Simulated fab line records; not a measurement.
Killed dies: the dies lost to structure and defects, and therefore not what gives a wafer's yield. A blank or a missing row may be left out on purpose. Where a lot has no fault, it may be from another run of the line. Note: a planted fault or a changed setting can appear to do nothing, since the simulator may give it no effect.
Chamber matching    flow n5 finfet    4 sister chambers for N5_BEOL_M11_STRIP_36 on rie diel-04
The step strips in N2/H2. 4 wafers are shown with their chamber, then 10 later ones without.

## WAFERS WITH THEIR CHAMBER
wafer   chamber  drypump motor current A (A)
L090.2  3        5.3
L090.6  2        6.4
L087.1  1        6.4
L087.4  0        6.1

## WAFERS WHOSE CHAMBER IS MISSING
wafer   drypump motor current A (A)
L087.5  6.1
L089.1  6.1
L089.3  6.3
L089.5  6.1
L092.4  6.4
L092.5  5.3
L092.6  6.1
L094.2  6.3
L094.4  5.3
L094.6  6.3

## THE CHAMBER EACH PASSED THROUGH
wafer   from the rows above           in truth
L087.5  0                             0
L089.1  0                             0
L089.3  can't be placed: 1 or 2 or 0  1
L089.5  0                             0
L092.4  can't be placed: 1 or 2       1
L092.5  3                             3
L092.6  0                             0
L094.2  can't be placed: 1 or 2 or 0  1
L094.4  3                             3
L094.6  can't be placed: 1 or 2 or 0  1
6 of 10 placed correctly. Unplaceable from these rows: 4, with the true chamber sitting among the candidates in 4. Wrongly placed: 0.
How it was worked out, from the rows above alone: a wafer's distance from a chamber is the root of the sum, over the readings, of the square of ((its reading less the chamber's mean) divided by the reading's scatter). The wafer belongs to the nearest chamber; if the next one is less than 2 further off, it can't be placed. A chamber's mean is the mean of its shown wafers. The scatter: root of mean squared gap, hidden wafer to nearest shown wafer, with one shown wafer a chamber.
